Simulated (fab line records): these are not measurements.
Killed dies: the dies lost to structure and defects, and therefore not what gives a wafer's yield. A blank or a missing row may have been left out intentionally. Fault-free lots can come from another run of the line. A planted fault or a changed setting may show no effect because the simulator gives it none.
Matching of chambers :: flow n5 finfet :: 4 sister chambers for N5_BEOL_M6_CMP_52 on cmp-01
The step polishes, stops on SiCOH lowk, t overpolish 6.9 s, target thk 80 nm. 24 wafers are shown with their chamber, then 12 later ones without.

== WAFERS, EACH WITH ITS CHAMBER ==
wafer: L075.2
chamber: 2
motor current A (A): 7.1
time to endpoint s (s): 64
overpolish run s (s): 6.922

wafer: L075.4
chamber: 3
motor current A (A): 5.4
time to endpoint s (s): 58
overpolish run s (s): 6.910

wafer: L075.5
chamber: 1
motor current A (A): 6.7
time to endpoint s (s): 63
overpolish run s (s): 6.895

wafer: L079.1
chamber: 1
motor current A (A): 6.6
time to endpoint s (s): 59
overpolish run s (s): 6.898

wafer: L079.2
chamber: 3
motor current A (A): 5.2
time to endpoint s (s): 59
overpolish run s (s): 6.903

wafer: L079.6
chamber: 2
motor current A (A): 7.1
time to endpoint s (s): 60
overpolish run s (s): 6.906

wafer: L080.2
chamber: 1
motor current A (A): 7.0
time to endpoint s (s): 60
overpolish run s (s): 6.911

wafer: L080.3
chamber: 2
motor current A (A): 6.9
time to endpoint s (s): 60
overpolish run s (s): 6.894

wafer: L080.4
chamber: 3
motor current A (A): 5.2
time to endpoint s (s): 56
overpolish run s (s): 6.918

wafer: L083.1
chamber: 2
motor current A (A): 6.6
time to endpoint s (s): 59
overpolish run s (s): 6.899

wafer: L083.2
chamber: 0
motor current A (A): 6.0
time to endpoint s (s): 61
overpolish run s (s): 6.897

wafer: L083.4
chamber: 1
motor current A (A): 6.7
time to endpoint s (s): 58
overpolish run s (s): 6.916

wafer: L084.1
chamber: 3
motor current A (A): 5.1
time to endpoint s (s): 58
overpolish run s (s): 6.911

wafer: L084.2
chamber: 0
motor current A (A): 5.9
time to endpoint s (s): 64
overpolish run s (s): 6.901

wafer: L084.4
chamber: 2
motor current A (A): 6.8
time to endpoint s (s): 62
overpolish run s (s): 6.888

wafer: L095.2
chamber: 1
motor current A (A): 7.1
time to endpoint s (s): 63
overpolish run s (s): 6.891

wafer: L095.5
chamber: 0
motor current A (A): 5.7
time to endpoint s (s): 68
overpolish run s (s): 6.905

wafer: L095.6
chamber: 1
motor current A (A): 7.0
time to endpoint s (s): 62
overpolish run s (s): 6.920

wafer: L094.3
chamber: 0
motor current A (A): 5.9
time to endpoint s (s): 64
overpolish run s (s): 6.901

wafer: L094.4
chamber: 3
motor current A (A): 5.2
time to endpoint s (s): 62
overpolish run s (s): 6.910

wafer: L094.5
chamber: 2
motor current A (A): 7.2
time to endpoint s (s): 60
overpolish run s (s): 6.908

wafer: L085.2
chamber: 3
motor current A (A): 5.6
time to endpoint s (s): 64
overpolish run s (s): 6.909

wafer: L085.4
chamber: 2
motor current A (A): 6.5
time to endpoint s (s): 66
overpolish run s (s): 6.885

wafer: L085.6
chamber: 0
motor current A (A): 5.9
time to endpoint s (s): 68
overpolish run s (s): 6.904

SIGNATURES (means of the wafers above)
reading: motor current A
chamber 0: 5.880
chamber 1: 6.850
chamber 2: 6.886
chamber 3: 5.283
scatter within a chamber: 0.207

reading: time to endpoint s
chamber 0: 65.00
chamber 1: 60.83
chamber 2: 61.57
chamber 3: 59.50
scatter within a chamber: 2.67

reading: overpolish run s
chamber 0: 6.90160
chamber 1: 6.90517
chamber 2: 6.90029
chamber 3: 6.91017
scatter within a chamber: 0.00967
Rule: distance of a wafer from a chamber = root of the sum over the readings of ((wafer's reading minus chamber's mean) / reading's scatter) squared. The wafer belongs to the nearest chamber; if the next one is less than 2 further off, it can't be placed. The scatter is the square root of a quotient: the sum, over the shown wafers, of each reading's squared deviation from its chamber's mean, divided by wafers minus chambers.

== WAFERS WITHOUT THEIR CHAMBER ==
wafer: L089.3
motor current A (A): 6.9
time to endpoint s (s): 63
overpolish run s (s): 6.881

wafer: L089.5
motor current A (A): 5.3
time to endpoint s (s): 67
overpolish run s (s): 6.898

wafer: L089.6
motor current A (A): 5.7
time to endpoint s (s): 68
overpolish run s (s): 6.890

wafer: L092.2
motor current A (A): 5.2
time to endpoint s (s): 63
overpolish run s (s): 6.880

wafer: L092.4
motor current A (A): 6.9
time to endpoint s (s): 63
overpolish run s (s): 6.911

wafer: L092.6
motor current A (A): 5.9
time to endpoint s (s): 69
overpolish run s (s): 6.897

wafer: L091.1
motor current A (A): 6.9
time to endpoint s (s): 60
overpolish run s (s): 6.894

wafer: L091.2
motor current A (A): 6.5
time to endpoint s (s): 65
overpolish run s (s): 6.888

wafer: L091.3
motor current A (A): 5.2
time to endpoint s (s): 60
overpolish run s (s): 6.914

wafer: L093.2
motor current A (A): 7.0
time to endpoint s (s): 64
overpolish run s (s): 6.898

wafer: L093.3
motor current A (A): 7.0
time to endpoint s (s): 61
overpolish run s (s): 6.907

wafer: L093.6
motor current A (A): 6.8
time to endpoint s (s): 61
overpolish run s (s): 6.905

== WHICH CHAMBER EACH ONE RAN IN ==
wafer: L089.3
from the rows above: can't be placed: 2 or 1
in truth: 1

wafer: L089.5
from the rows above: can't be placed: 0 or 3
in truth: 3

wafer: L089.6
from the rows above: 0
in truth: 0

wafer: L092.2
from the rows above: can't be placed: 3 or 0
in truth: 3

wafer: L092.4
from the rows above: can't be placed: 1 or 2
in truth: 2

wafer: L092.6
from the rows above: 0
in truth: 0

wafer: L091.1
from the rows above: can't be placed: 2 or 1
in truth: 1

wafer: L091.2
from the rows above: can't be placed: 2 or 1 or 0
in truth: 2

wafer: L091.3
from the rows above: 3
in truth: 3

wafer: L093.2
from the rows above: can't be placed: 2 or 1
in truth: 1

wafer: L093.3
from the rows above: can't be placed: 1 or 2
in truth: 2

wafer: L093.6
from the rows above: can't be placed: 1 or 2
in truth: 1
Correct placement for 3 of the 12. Unplaceable from these rows: 9, with the true chamber sitting among the candidates in 9. Placed wrongly: 0.
